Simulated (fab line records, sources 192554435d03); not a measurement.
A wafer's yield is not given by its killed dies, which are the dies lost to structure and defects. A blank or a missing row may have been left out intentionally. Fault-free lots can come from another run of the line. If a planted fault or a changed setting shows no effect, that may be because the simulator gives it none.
fab line records	flow n5-finfet
[record] lots = 10	wafers = 29	last-day = 17
route steps=1938 shown BEOL_M4@1081
lots that met no fault: taken from a fault-free run of the same line
start-h: the number of hours between the record's first day and the start of the first shown wafer of the lot	wait-h: time in hours since the lot's previous step	" the same as in the row above	L1.1+2: one row covering several wafers at once	- no value, or no start was given	* or withheld: withheld	< > ~ a bound
route shown NAME@n: NAME is a module with steps in the file, n the number in the route of the first one	usual: mean/standard deviation taken from wafers without a fault	same: alike in all rows	chamber/n: place in a boat	sites: the reading at each site	_std_site: standard deviation across them	_edge_site: the outer-site mean with the inner-site mean subtracted	radius-mm: for every site, how far away it sits from the centre of the wafer	mask NAME#n: copy n	behind: tool/chamber where the wafer was last shaped	hold: why the lot went on hold/how many hours it stayed there/how the hold came to an end	device: the transistor (n, p or np) that didn't switch	end of line: tests run on the same wafers once the route is complete	a step given without rows: its recipe and nothing more	killed: not the wafer's yield, but the dies lost to structure and defects at the first sort	map: dies across one wafer; x = killed, . = not, _ = none there
set.NAME: the run value of the setting; set.NAME@STEP: its run value at that earlier step	model.NAME: the simulator's own value behind a step, which no gauge read
steps of the route over a sample of lots; a table a step, a row a wafer
services: from which hour (start-h, from the record's first day; less than 0 if before it) a tool's chamber was out of use, for how many hours, and why
[[steps]]
[step N5_BEOL_M4_ALD_84]
[recipe] material = TaN	target-thk-a = *	temp-c = 275	ald-precursor-family = PDMAT	ald-co-reactant = NH3	pressure-torr = 3	carrier-flow-sccm = 1500	pulse-time-s = 2	purge-time-s = 3	co-reactant-purge-time-s = 2	co-reactant-pulse-time-s = 3	ald-cycles = 30	precursor-vessel-temp-c = 75	precursor-vessel-pressure-torr = 26.25	precursor-vessel-carrier-sccm = 1000
[usual] heater-power-w = 424/40
lot.wafer	tool	chamber	start-h	wait-h	heater-power-w
L525.1	ald-metal-04	1	189.72	0.0	419
L525.4	"	0	"	"	357
L525.6	"	3	"	"	451
L527.2	ald-metal-04	0	192.61	0.1	371
L527.3	"	3	"	"	441
L527.5	"	1	"	"	419
L529.1	ald-metal-04	2	226.11	0.0	362
L529.4	"	3	"	"	440
L529.6	"	0	"	"	366
L534.1	ald-metal-02	0	241.67	0.0	509
L534.4	"	1	"	"	433
L534.6	"	3	"	"	446
L533.1	ald-metal-01	2	250.90	0.0	472
L533.5	"	2	"	"	470
L533.6	"	0	"	"	399
L536.3	ald-metal-04	2	260.11	0.1	364
L536.4	"	3	"	"	429
L536.5	"	2	"	"	375
L540.3	ald-metal-04	1	269.66	0.0	416
L540.4	"	0	"	"	362
L540.6	"	3	"	"	462
L539.1	ald-metal-02	0	292.01	0.1	486
L539.4	"	2	"	"	464
L539.6	"	1	"	"	437
L542.2	ald-metal-01	1	295.68	0.1	420
L542.3	"	2	"	"	471
L542.4	"	3	"	"	401
L543.2	ald-metal-02	1	301.40	0.1	435
L543.4	"	0	"	"	475
[step N5_BEOL_M4_SPUTTER_81]
[recipe] material = Cu	target-thk-a = 45	temp-c = -20	chamber-pressure-pa = 0.07	power-w = withheld	time-s = 8.29
[usual] throttle-valve-pct = 30.5/0.64
lot.wafer	tool	chamber	start-h	wait-h	throttle-valve-pct
L525.1	pvd-sputter-01	-	190.71	0.1	30.3
L525.4	"	-	"	"	31.1
L525.6	"	-	"	"	31.8
L527.2	pvd-sputter-02	-	193.62	0.1	31.0
L527.3	"	-	"	"	30.1
L527.5	"	-	"	"	30.2
L529.1	pvd-sputter-01	-	227.07	0.1	30.9
L529.4	"	-	"	"	30.2
L529.6	"	-	"	"	30.1
L534.1	pvd-sputter-03	-	242.81	0.1	30.1
L534.4	"	-	"	"	29.3
L534.6	"	-	"	"	30.2
L533.1	pvd-sputter-03	-	252.60	0.1	30.3
L533.5	"	-	"	"	30.0
L533.6	"	-	"	"	29.8
L536.3	pvd-sputter-03	-	261.46	0.1	30.3
L536.4	"	-	"	"	29.5
L536.5	"	-	"	"	30.5
L540.3	pvd-sputter-02	-	272.88	0.1	31.0
L540.4	"	-	"	"	30.1
L540.6	"	-	"	"	30.0
L539.1	pvd-sputter-02	-	293.42	0.1	29.7
L539.4	"	-	"	"	30.9
L539.6	"	-	"	"	30.2
L542.2	pvd-sputter-03	-	297.15	0.1	30.2
L542.3	"	-	"	"	30.8
L542.4	"	-	"	"	29.8
L543.2	pvd-sputter-01	-	302.36	0.1	30.7
L543.4	"	-	"	"	31.2
[step N5_BEOL_M4_SPUTTER_92]
[recipe] material = Cu	target-thk-a = 45	temp-c = -20	chamber-pressure-pa = 0.07	power-w = withheld	time-s = 8.29
[usual] throttle-valve-pct = 30.5/0.65
lot.wafer	tool	chamber	start-h	wait-h	throttle-valve-pct
L525.1	pvd-sputter-01	-	191.59	0.1	30.4
L525.4	"	-	"	"	31.3
L525.6	"	-	"	"	31.6
L527.2	pvd-sputter-02	-	194.50	0.1	31.2
L527.3	"	-	"	"	30.2
L527.5	"	-	"	"	30.2
L529.1	pvd-sputter-01	-	227.95	0.1	30.7
L529.4	"	-	"	"	30.3
L529.6	"	-	"	"	30.3
L534.1	pvd-sputter-03	-	243.69	0.1	29.8
L534.4	"	-	"	"	29.5
L534.6	"	-	"	"	30.1
L533.1	pvd-sputter-03	-	253.48	0.1	30.4
L533.5	"	-	"	"	30.3
L533.6	"	-	"	"	30.2
L536.3	pvd-sputter-03	-	262.34	0.1	30.2
L536.4	"	-	"	"	29.4
L536.5	"	-	"	"	30.9
L540.3	pvd-sputter-02	-	273.76	0.1	31.0
L540.4	"	-	"	"	30.1
L540.6	"	-	"	"	30.1
L539.1	pvd-sputter-02	-	294.30	0.1	30.1
L539.4	"	-	"	"	31.3
L539.6	"	-	"	"	30.4
L542.2	pvd-sputter-03	-	298.08	0.1	30.0
L542.3	"	-	"	"	30.4
L542.4	"	-	"	"	29.7
L543.2	pvd-sputter-01	-	303.24	0.1	30.6
L543.4	"	-	"	"	31.1
[step N5_BEOL_M4_ECD_50]
[recipe] material = Cu	target-thk-a = 3000
lot.wafer	tool	chamber	start-h	wait-h
L525.1+4+6	ecd-cu-02	1	192.14	0.1
L527.2+3+5	ecd-cu-01	0,1,1	195.05	0.1
L529.1+4+6	ecd-cu-01	0,1,1	228.51	0.1
L534.1+4+6	ecd-cu-01	0,0,1	244.25	0.1
L533.1+5+6	ecd-cu-02	0,0,1	254.04	0.1
L536.3+4+5	ecd-cu-01	1,0,1	262.92	0.1
L540.3+4+6	ecd-cu-01	1,0,0	274.33	0.1
L539.1+4+6	ecd-cu-02	0	294.85	0.1
L542.2+3+4	ecd-cu-01	0,0,1	298.72	0.1
L543.2+4	ecd-cu-01	1,0	303.79	0.1
[step N5_BEOL_M4_CMP_52]
[recipe] stop-on = SiOC	t-overpolish-s = 6.8	down-force-psi = 1	platen-rpm = 50	clearing-platen-down-force-psi = 1.5	clearing-platen-rpm = 50	post-cmp-clean = cu-alkaline	target-thk-nm = 40	clearing-platen-pad-velocity-m-s = 0.99484	pad-velocity-m-s = 0.99484
[usual] clearing-platen-down-force-psi = 1.500/0.0031	motor-current-A = 6.1/0.63	pad-life-wafers = 931/800	time-to-endpoint-s = 62/3.1
lot.wafer	tool	chamber	start-h	wait-h	clearing-platen-down-force-psi	motor-current-A	pad-life-wafers	time-to-endpoint-s
L525.4	cmp-03	2	192.64	0.1	1.498	5.5	1776	61
L525.1	"	1	"	"	1.497	6.6	1779	60
L525.6	"	2	"	"	1.495	5.9	-	61
L527.2	cmp-04	0	195.54	0.3	1.501	4.8	1141	64
L527.3	"	1	"	"	1.505	6.6	1142	65
L527.5	"	3	"	"	1.500	6.0	-	63
L529.4	cmp-03	1	228.92	0.2	1.500	6.4	2059	54
L529.1	"	2	"	"	1.499	5.6	2060	56
L529.6	"	1	"	"	1.496	6.3	-	55
L534.4	cmp-02	0	244.70	0.2	1.500	5.5	2024	60
L534.1	"	1	"	"	1.497	6.9	2025	59
L534.6	"	2	"	"	1.497	5.6	-	63
L533.1	cmp-03	1	254.52	0.4	1.506	6.3	51	64
L533.5	"	2	"	"	1.500	5.8	-	63
L533.6	"	3	"	"	1.503	6.8	-	65
L536.3	cmp-02	0	263.32	0.2	1.503	5.5	19	63
L536.4	"	1	"	"	1.498	6.7	20	61
L536.5	"	0	"	"	1.500	6.0	-	64
L540.4	cmp-04	0	276.72	2.1	1.504	4.6	1759	62
L540.3	"	2	"	"	1.494	5.4	1761	62
L540.6	"	3	"	"	1.494	6.0	-	65
L539.4	cmp-02	2	296.26	1.2	1.494	5.8	276	60
L539.1	"	1	"	"	1.499	7.2	279	59
L539.6	"	3	"	"	1.501	6.5	-	63
L542.2	cmp-03	3	299.10	0.2	1.495	7.0	288	63
L542.3	"	0	"	"	1.498	6.2	289	61
L542.4	"	2	"	"	1.502	5.6	291	59
L543.2	cmp-02	0	304.17	0.2	1.500	5.5	348	62
L543.4	"	1	"	"	1.495	7.1	349	48
[step N5_BEOL_M4_RC_MEAS_101]
[usual] DIBL_N = 36.6/1.1	DIBL_P = 36.8/1.6	IOFF_N = 0.169/0.024	IOFF_P = 0.206/0.028	ION_N = 679/9.2	ION_P = 462/7	SS_N = 71.6/0.57	SS_P = 73.3/0.57	VT_N = 248.8/2.4	VT_P = -251/3
lot.wafer	tool	chamber	start-h	wait-h	DIBL_N[mV/V]	DIBL_P[mV/V]	IOFF_N[nA/um]	IOFF_P[nA/um]	ION_N[uA/um]	ION_P[uA/um]	SS_N[mV/dec]	SS_P[mV/dec]	VT_N[mV]	VT_P[mV]
L525.1	prober-02	0	193.26	0.0	36.5	36.2	0.161	0.177	674	462	70.6	73.1	248.3	-256
L525.4	"	0	"	"	36.5	36.3	0.161	0.175	688	460	71.0	73.1	249.3	-255
L525.6	"	0	"	"	34.9	33.7	0.131	0.148	659	453	70.3	72.7	254.6	-258
L527.2	prober-02	0	196.26	0.2	38.0	36.6	0.222	0.228	689	460	72.8	73.8	244.6	-247
L527.3	"	0	"	"	35.2	33.2	0.158	0.176	684	460	71.6	72.5	246.5	-251
L527.5	"	0	"	"	36.1	34.4	0.171	0.189	677	462	71.7	73.7	247.0	-251
L529.1	prober-02	0	229.51	0.0	36.5	39.0	0.202	0.228	691	468	72.6	74.4	246.6	-251
L529.4	"	0	"	"	36.4	39.1	0.185	0.222	682	463	72.5	73.7	250.5	-251
L529.6	"	0	"	"	37.8	39.4	0.219	0.236	681	461	72.2	74.2	246.0	-254
L534.1	prober-01	0	245.23	0.0	36.7	35.7	0.153	0.236	683	475	71.3	72.6	246.7	-247
L534.4	"	0	"	"	35.7	33.7	0.143	0.199	683	467	71.4	72.7	246.6	-253
L534.6	"	0	"	"	38.2	38.3	0.195	0.275	688	480	71.7	73.3	245.8	-246
L533.1	prober-01	0	255.04	0.0	36.8	37.0	0.172	0.218	672	463	72.4	73.1	249.1	-250
L533.5	"	0	"	"	36.6	37.1	0.165	0.223	676	462	71.9	73.4	246.9	-251
L533.6	"	0	"	"	36.8	37.6	0.181	0.231	693	468	71.9	72.8	246.2	-251
L536.3	prober-01	0	264.19	0.3	36.8	36.2	0.164	0.212	688	469	71.3	73.0	247.4	-251
L536.4	"	0	"	"	38.2	37.8	0.193	0.240	694	473	71.7	74.0	246.7	-249
L536.5	"	0	"	"	36.5	35.4	0.152	0.204	671	458	71.6	73.1	248.8	-250
L540.3	prober-02	0	278.14	0.3	35.7	36.9	0.147	0.177	676	460	71.2	73.3	253.7	-254
L540.4	"	0	"	"	34.5	35.6	0.123	0.160	658	450	70.6	73.3	254.6	-257
L540.6	"	0	"	"	37.8	39.1	0.188	0.206	668	453	71.7	73.9	247.8	-254
L539.1	prober-01	0	296.98	0.0	39.0	39.9	0.242	0.255	699	472	72.5	74.6	244.5	-249
L539.4	"	0	"	"	36.8	37.9	0.184	0.220	682	466	71.7	74.2	246.4	-250
L539.6	"	0	"	"	38.3	39.2	0.216	0.239	696	465	73.1	73.8	244.0	-249
L542.2	prober-02	0	299.86	0.2	37.6	36.6	0.173	0.171	673	447	71.0	73.9	248.9	-255
L542.3	"	0	"	"	38.0	37.1	0.187	0.183	680	453	72.1	73.8	248.6	-259
L542.4	"	0	"	"	36.0	34.8	0.149	0.158	673	451	71.1	73.6	251.8	-258
L543.2	prober-01	0	304.94	0.2	36.6	36.3	0.168	0.195	676	460	71.5	73.1	247.7	-249
L543.4	"	0	"	"	38.3	37.9	0.202	0.221	680	467	71.9	73.3	247.3	-250
[[services]]
tool	chamber	start-h	hours	kind
cmp-02	-	167.59	0.3	repair
ecd-cu-01	-	179.86	0.6	repair
cmp-03	-	188.76	1.9	repair
ald-metal-04	-	205.50	2.3	repair
cmp-04	-	216.84	2.2	repair
ald-metal-01	3	230.30	46.8	repair
cmp-04	-	233.82	0.3	repair
cmp-03	-	246.69	4.0	pm
cmp-03	-	250.69	-	consumable-replace:conditioner
cmp-03	-	250.69	-	consumable-replace:pad
cmp-02	-	255.37	4.0	pm
cmp-04	-	264.04	5.4	repair
cmp-03	-	273.77	4.5	pm
ald-metal-04	-	289.42	2.8	pm
cmp-03	-	292.87	4.8	pm
pvd-sputter-02	-	295.39	5.2	repair
[[key]]
[first-sign] step = N5_BEOL_M4_CMP_52	reading = time-to-endpoint-s	direction = down	sigmas = 4.7	usual = *	struck = *
effect none on later readings
met-at N5_BEOL_M4_ECD_50
struck-lots L543
struck-wafers L543.4
not-acting-at N5_BEOL_M4_ALD_84,N5_BEOL_M4_SPUTTER_81,N5_BEOL_M4_SPUTTER_92
onset-between 298.72 303.79
[fault] kind = process-parameter-drift	tool = ecd-cu-01	chamber = -	onset-h = 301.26	steps = N5_BEOL_M4_ECD_50	channel = target-thk-a	offset = *	shape = step	end-h = 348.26	scope = struck-wafers-only	acts-in = *	stated = *
